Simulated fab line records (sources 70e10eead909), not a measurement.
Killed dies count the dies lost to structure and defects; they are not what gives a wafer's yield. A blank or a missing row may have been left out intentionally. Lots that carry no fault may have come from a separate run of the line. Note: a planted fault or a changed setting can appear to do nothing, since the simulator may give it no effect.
fab line records | flow nandHarc | part 2 of 2: steps 5 to 6 of 6
record lots=24 wafers=72 lastDay=33
route steps=1302 shown A_STAIRCASE@746
lots that met no fault: taken from a fault-free run of the same line
startH: the number of hours between the record's first day and the start of the first shown wafer of the lot | waitH: time in hours since the lot's previous step | " unchanged from the row above | L1.1+2: a row that stands for several wafers | - no value present, or no start provided | * or withheld: withheld | < > ~ a bound
route shown NAME@n: a module of which the file shows steps, and the number in the route of the first | usual: average and standard deviation across the fault-free wafers | same: alike in all rows | chamber/n: place in a boat | sites: the reading at each site | _std_site: standard deviation across them | _edge_site: outer sites' mean less inner sites' | radiusMm: how far each site lies from the wafer's centre | mask NAME#n: copy n | behind: the last tool/chamber to shape the wafer | hold: what put the lot on hold/how long, in hours/how the hold closed | device: names the non-switching transistor (n, p or np) | end of line: the tests these same wafers got at the end of their route | a step with no rows: only its recipe | killed: count of dies lost to structure and defects at first sort (not the wafer's yield) | map: the dies of a wafer, with x for killed, . for not killed, _ for no die there
set.NAME: the setting that was run; set.NAME@STEP: the one run at that earlier step | model.NAME: the simulator's own value behind a step, which no gauge read
steps of the route over a sample of lots; a table a step, a row a wafer
services: the hour from which a tool's chamber was out of use, counted from the record's first day as startH (under 0 if before that day), plus the number of hours and why
## steps
# step NHARC_A_STAIRCASE_ETCH_451
# recipe targetDepthA=300 overetchA=30 timeS=16.5 ionEnergyEv=100 cf4FlowSccm=80 o2FlowSccm=20 arFlowSccm=0 rfW=300 biasW=100 chemistry=CF4/O2
# usual cf4FlowSccm=79.96/0.24 drypumpMotorCurrentA=5.8/0.5 oes_o_777_au=1.000/0.0043 oesProductAu=1.002/0.009 rfVppV=198.0/1.7 showerheadPlenumPTorr=1.34/0.075 throttleValvePct=13.398/0.0095
# same timeS=16.5
# columns lot.wafer tool chamber startH waitH cf4FlowSccm drypumpMotorCurrentA oes_o_777_au oesProductAu rfHoursCounterH rfVppV showerheadPlenumPTorr throttleValvePct
L074.3 rieDiel-02 3 - - 80.45 6.6 1.008 1.009 40 200.7 1.44 13.406
L074.1 " 1 " " 79.96 6.2 1.004 1.018 42 198.1 1.34 13.402
L074.5 " 2 " " 79.66 6.0 1.002 1.016 - 196.8 1.29 13.393
L075.2 rieDiel-09 3 - - 80.09 6.4 0.998 0.998 18 197.1 1.25 13.407
L075.3 " 0 " " 79.63 5.2 1.004 0.996 18 197.4 1.28 13.403
L075.4 " 2 " " 80.48 5.2 0.997 1.013 20 200.4 1.43 13.403
L076.4 rieDiel-09 3 - - 80.20 6.4 0.999 1.018 25 194.0 1.25 13.399
L076.3 " 1 " " 80.35 5.7 1.003 1.005 23 198.7 1.42 13.393
L076.1 " 2 " " 79.86 5.3 1.008 1.005 25 199.3 1.43 13.410
L077.2 rieDiel-08 1 - - 79.87 6.2 1.003 1.021 14 196.8 1.34 13.408
L077.1 " 2 " " 79.67 5.4 0.988 1.018 12 197.6 1.29 13.396
L077.6 " 1 " " 80.07 6.2 0.999 1.005 - 197.9 1.34 13.399
L080.4 rieDiel-08 3 - - 79.92 6.2 1.000 0.997 15 195.2 1.25 13.409
L080.1 " 2 " " 80.09 5.5 1.004 1.009 14 195.9 1.29 13.394
L080.5 " 3 " " 80.32 6.2 1.003 1.014 - 197.9 1.25 13.396
L078.4 rieDiel-09 1 - - 80.09 5.8 1.007 1.003 34 200.2 1.41 13.388
L078.2 " 0 " " 79.57 5.2 0.998 1.002 31 195.8 1.27 13.382
L078.6 " 1 " " 80.04 5.7 1.000 1.001 - 200.3 1.41 13.414
L079.3 rieDiel-09 3 - - 79.72 6.4 1.005 1.000 35 194.7 1.25 13.394
L079.6 " 1 " " 79.88 5.8 1.004 1.004 - 199.2 1.41 13.405
L079.5 " 2 " " 80.14 5.2 1.005 0.991 - 200.7 1.42 13.413
L081.3 rieDiel-09 2 - - 79.72 5.2 0.990 0.996 44 198.6 1.42 13.391
L081.2 " 3 " " 79.88 6.4 0.998 1.000 40 194.6 1.24 13.396
L081.6 " 0 " " 79.86 5.2 1.001 1.002 - 197.1 1.27 13.385
L082.1 rieDiel-09 0 - - 80.27 5.2 0.999 0.988 39 197.5 1.27 13.402
L082.4 " 1 " " 79.93 5.7 1.006 0.989 43 201.7 1.41 13.404
L082.5 " 0 " " 79.44 5.2 0.999 0.984 - 196.9 1.27 13.401
L083.1 rieDiel-09 1 - - 79.51 5.7 1.003 0.995 48 201.6 1.41 13.395
L083.3 " 3 " " 79.69 6.4 1.008 1.004 44 195.2 1.24 13.405
L083.5 " 3 " " 80.04 6.4 1.001 1.005 - 195.8 1.24 13.411
L085.3 rieDiel-02 3 - - 80.27 6.6 0.994 1.003 15 200.0 1.43 13.399
L085.2 " 0 " " 80.30 5.7 1.000 1.005 26 199.8 1.41 13.400
L085.6 " 3 " " 80.35 6.6 0.999 1.002 - 200.8 1.43 13.405
L084.1 rieDiel-02 0 - - 80.17 5.7 0.993 1.009 28 200.0 1.41 13.399
L084.3 " 1 " " 79.90 6.1 1.007 1.019 29 196.7 1.33 13.393
L084.5 " 1 " " 79.85 6.1 1.001 1.010 - 197.9 1.33 13.394
L086.1 rieDiel-08 0 - - 79.92 4.9 0.999 0.998 48 194.5 1.23 13.411
L086.3 " 1 " " 79.59 6.2 0.998 1.005 44 197.7 1.34 13.387
L086.4 " 2 " " 80.20 5.4 0.997 1.008 42 196.0 1.29 13.392
L087.2 rieDiel-02 2 - - 79.92 6.0 1.005 0.989 41 197.5 1.28 13.407
L087.1 " 0 " " 80.13 5.8 0.999 1.000 41 199.7 1.41 13.398
L087.6 " 3 " " 79.79 6.5 1.006 1.008 - 200.3 1.43 13.417
L089.3 rieDiel-08 0 - - 79.90 4.9 0.999 0.986 54 194.8 1.23 13.395
L089.6 " 1 " " 79.94 6.2 0.998 0.989 - 198.1 1.33 13.397
L089.5 " 2 " " 79.78 5.4 1.003 1.003 - 195.5 1.29 13.391
L090.1 rieDiel-09 2 - - 80.20 5.3 1.001 1.013 6 199.7 1.42 13.397
L090.4 " 3 " " 80.09 6.4 0.996 1.016 8 196.4 1.24 13.389
L090.2 " 1 " " 79.93 5.7 1.003 1.013 6 199.8 1.41 13.403
L088.3 rieDiel-09 2 - - 79.83 5.2 1.000 1.005 8 200.0 1.42 13.384
L088.1 " 0 " " 79.48 5.2 0.998 1.004 9 197.0 1.27 13.399
L088.5 " 1 " " 80.01 5.7 0.995 1.015 - 199.0 1.41 13.404
L092.4 rieDiel-02 1 - - 80.04 6.1 1.000 1.015 57 197.9 1.33 13.388
L092.5 " 0 " " 80.19 5.8 1.001 1.007 - 197.8 1.41 13.395
L092.6 " 1 " " 79.98 6.1 1.003 1.016 - 195.4 1.33 13.405
L091.4 rieDiel-09 0 - - 80.15 5.2 1.001 1.013 15 196.6 1.27 13.397
L091.6 " 1 " " 80.16 5.7 1.003 0.991 - 200.0 1.41 13.401
L091.5 " 2 " " 79.96 5.2 0.996 1.005 - 200.2 1.42 13.383
L093.4 rieDiel-02 0 - - 79.84 5.8 1.005 1.003 62 198.8 1.41 13.404
L093.1 " 1 " " 79.84 6.1 1.002 1.005 67 197.3 1.32 13.393
L093.5 " 3 " " 80.30 6.5 0.999 1.001 - 198.4 1.42 13.417
L094.1 rieDiel-08 0 - - 79.77 4.9 0.995 0.989 2 199.6 1.45 13.396
L094.4 " 3 " " 79.79 6.3 0.994 0.986 2 200.7 1.45 13.398
L094.5 " 0 " " 79.81 4.9 1.000 0.991 - 200.5 1.45 13.422
L095.1 rieDiel-02 1 - - 80.30 6.1 1.004 1.015 0 197.9 1.32 13.412
L095.3 " 2 " " 79.76 6.0 1.005 1.010 0 197.2 1.28 13.399
L095.5 " 3 " " 79.91 6.5 0.999 1.017 - 202.2 1.42 13.392
L096.1 rieDiel-08 1 - - 79.74 6.2 0.993 1.002 6 198.8 1.33 13.389
L096.4 " 3 " " 80.04 6.2 1.000 0.996 5 198.2 1.44 13.398
L096.6 " 1 " " 79.91 6.2 1.003 0.999 - 197.7 1.33 13.394
L097.4 rieDiel-09 2 - - 80.06 5.2 1.008 1.007 37 199.2 1.41 13.400
L097.3 " 0 " " 80.25 5.2 0.999 1.012 32 197.0 1.26 13.399
L097.1 " 1 " " 79.85 5.7 1.004 0.994 35 199.7 1.40 13.381
# step NHARC_A_STAIRCASE_ETCH_292
# recipe cf4FlowSccm=100 chf3FlowSccm=30 arFlowSccm=0 rfW=500 biasW=200 chemistry=CF4/CHF3
# usual cf4FlowSccm=100.04/0.29 drypumpMotorCurrentA=5.8/0.5 oesProductAu=0.938/0.02 rfVppV=370.5/3 showerheadPlenumPTorr=1.57/0.085 throttleValvePct=16.802/0.0093
# columns lot.wafer tool chamber startH waitH cf4FlowSccm drypumpMotorCurrentA oesProductAu rfHoursCounterH rfVppV showerheadPlenumPTorr throttleValvePct
L074.3 rieDiel-02 0 378.37 0.1 99.97 5.7 0.921 47 373.3 1.67 16.797
L074.1 " 3 " " 99.84 6.5 0.930 46 375.1 1.69 16.789
L074.5 " 1 " " 99.81 6.1 0.935 - 369.6 1.58 16.801
L075.2 rieDiel-09 1 397.89 0.1 100.38 5.7 0.936 23 372.5 1.67 16.797
L075.3 " 2 " " 100.20 5.2 0.940 25 374.5 1.68 16.806
L075.4 " 3 " " 99.53 6.4 0.930 24 366.4 1.47 16.787
L076.3 rieDiel-08 0 406.52 0.1 100.61 4.9 0.917 12 367.6 1.46 16.802
L076.4 " 1 " " 99.77 6.2 0.936 10 369.3 1.58 16.799
L076.1 " 2 " " 100.17 5.4 0.932 8 369.5 1.53 16.819
L077.1 rieDiel-08 0 428.48 0.1 99.95 4.9 0.928 20 367.1 1.46 16.810
L077.2 " 1 " " 100.12 6.2 0.936 18 371.3 1.58 16.801
L077.6 " 3 " " 99.94 6.2 0.924 - 368.6 1.47 16.795
L080.1 rieDiel-02 0 430.35 0.1 100.08 5.7 0.932 11 374.4 1.67 16.793
L080.5 " 1 " " 100.27 6.1 0.932 - 371.4 1.57 16.816
L080.4 " 0 " " 99.97 5.7 0.938 - 373.7 1.67 16.814
L078.2 rieDiel-02 0 437.34 0.1 100.24 5.7 0.938 14 373.9 1.67 16.834
L078.4 " 3 " " 100.04 6.5 0.936 4 373.9 1.69 16.802
L078.6 " 1 " " 99.72 6.1 0.928 - 370.1 1.57 16.795
L079.3 rieDiel-08 3 440.91 0.1 99.88 6.2 0.963 23 364.6 1.47 16.812
L079.6 " 3 " " 100.28 6.2 0.959 - 366.3 1.47 16.800
L079.5 " 0 " " 99.77 4.9 0.956 - 367.3 1.46 16.809
L081.3 rieDiel-08 1 454.60 0.1 100.30 6.2 0.923 27 371.4 1.58 16.800
L081.2 " 0 " " 100.09 4.9 0.918 29 366.8 1.46 16.795
L081.6 " 1 " " 100.39 6.1 0.912 - 371.3 1.58 16.807
L082.1 rieDiel-09 3 458.31 0.1 100.11 6.4 0.926 42 367.3 1.47 16.812
L082.4 " 0 " " 100.35 5.2 0.923 41 367.9 1.50 16.816
L082.5 " 3 " " 99.79 6.4 0.922 - 366.9 1.47 16.810
L083.1 rieDiel-02 3 471.75 0.1 99.73 6.6 0.970 14 374.0 1.68 16.808
L083.3 " 2 " " 99.98 6.0 0.952 26 368.6 1.52 16.794
L083.5 " 0 " " 99.86 5.7 0.983 - 372.5 1.67 16.794
L085.3 rieDiel-08 1 485.93 0.1 99.59 6.2 0.922 35 370.4 1.58 16.805
L085.2 " 2 " " 100.15 5.4 0.939 36 369.4 1.52 16.809
L085.6 " 2 " " 99.95 5.5 0.938 - 368.6 1.52 16.782
L084.1 rieDiel-09 3 486.62 0.1 99.80 6.4 0.931 51 367.3 1.47 16.804
L084.3 " 1 " " 100.88 5.7 0.920 56 374.0 1.66 16.797
L084.5 " 2 " " 99.65 5.2 0.915 - 374.3 1.67 16.796
L086.4 rieDiel-09 3 508.76 0.1 99.85 6.4 0.981 0 366.1 1.47 16.788
L086.3 " 0 " " 100.22 5.2 0.978 0 367.6 1.50 16.800
L086.1 " 1 " " 100.40 5.8 0.960 0 373.2 1.66 16.798
L087.1 rieDiel-08 1 511.41 0.1 100.21 6.2 0.921 46 369.2 1.57 16.802
L087.2 " 2 " " 100.01 5.4 0.940 45 369.3 1.52 16.801
L087.6 " 2 " " 100.47 5.4 0.940 - 367.5 1.52 16.788
L089.3 rieDiel-02 0 530.41 0.1 99.95 5.8 0.910 49 373.5 1.66 16.803
L089.5 " 3 " " 99.92 6.5 0.916 - 374.2 1.68 16.809
L089.6 " 0 " " 100.28 5.7 0.922 - 373.2 1.66 16.795
L090.1 rieDiel-09 1 538.48 0.1 100.33 5.8 0.940 8 374.0 1.65 16.804
L090.2 " 2 " " 100.11 5.2 0.924 9 373.2 1.67 16.801
L090.4 " 0 " " 99.99 5.2 0.931 11 369.4 1.50 16.791
L088.1 rieDiel-09 3 540.28 0.1 99.98 6.4 0.932 12 365.5 1.46 16.798
L088.3 " 2 " " 100.20 5.2 0.933 9 373.7 1.67 16.808
L088.5 " 0 " " 99.88 5.2 0.938 - 368.2 1.50 16.790
L092.5 rieDiel-08 0 556.85 0.2 100.21 4.9 0.942 - 374.2 1.70 16.812
L092.4 " 1 " " 99.67 6.2 0.952 - 369.8 1.57 16.805
L092.6 " 3 " " 100.01 6.2 0.950 - 374.8 1.70 16.797
L091.4 rieDiel-02 2 558.19 0.1 100.00 6.0 0.922 60 368.2 1.51 16.822
L091.5 " 0 " " 100.24 5.8 0.932 - 373.3 1.66 16.816
L091.6 " 1 " " 100.04 6.1 0.933 - 371.6 1.56 16.795
L093.1 rieDiel-08 2 575.69 0.1 99.87 5.4 0.980 4 366.8 1.51 16.798
L093.4 " 3 " " 100.47 6.2 0.962 4 375.0 1.70 16.783
L093.5 " 0 " " 99.66 4.9 0.955 - 375.4 1.70 16.808
L094.1 rieDiel-09 0 578.78 2.9 100.42 5.2 0.914 25 366.8 1.49 16.793
L094.4 " 1 " " 100.30 5.7 0.916 25 374.2 1.65 16.809
L094.5 " 1 " " 100.21 5.7 0.923 - 372.9 1.65 16.779
L095.1 rieDiel-08 2 590.67 0.1 99.92 5.4 0.912 6 367.8 1.51 16.827
L095.3 " 3 " " 100.09 6.2 0.917 6 373.7 1.70 16.804
L095.5 " 2 " " 100.27 5.4 0.918 - 370.4 1.51 16.810
L096.1 rieDiel-02 3 591.66 0.1 99.93 6.6 0.977 3 373.5 1.67 16.811
L096.4 " 1 " " 100.07 6.1 0.989 3 370.0 1.56 16.803
L096.6 " 3 " " 100.56 6.6 0.978 - 373.9 1.67 16.807
L097.3 rieDiel-09 1 611.89 0.1 100.05 5.8 0.926 37 372.6 1.65 16.799
L097.4 " 2 " " 100.01 5.2 0.918 39 371.9 1.66 16.791
L097.1 " 3 " " 99.78 6.4 0.924 35 367.2 1.46 16.794
## services
# columns tool chamber startH hours kind
rieDiel-02 1 338.72 4.8 repair
plasmaAsher-01 - 342.08 9.0 pm
plasmaAsher-02 - 342.22 1.7 repair
rieDiel-02 0 350.77 - clean
rieDiel-02 1 350.77 - clean
rieDiel-02 2 350.77 - clean
rieDiel-02 3 350.77 - clean
plasmaAsher-02 - 351.53 2.1 repair
rieDiel-08 - 367.86 9.0 pm
rieDiel-02 0 375.27 - clean
rieDiel-08 3 380.36 3.6 repair
rieDiel-02 - 395.90 9.0 pm
rieDiel-02 3 411.54 20.9 repair
plasmaAsher-02 - 425.34 1.0 repair
plasmaAsher-02 - 426.37 9.0 pm
rieDiel-09 - 456.73 0.4 repair
rieDiel-09 0 463.90 4.9 repair
rieDiel-09 - 497.16 9.0 pm
plasmaAsher-01 - 506.22 1.1 repair
plasmaAsher-01 - 519.08 9.0 pm
rieDiel-08 - 547.65 9.0 pm
rieDiel-02 - 572.90 9.0 pm
rieDiel-08 1 600.69 6.9 repair
plasmaAsher-02 - 603.37 9.0 pm
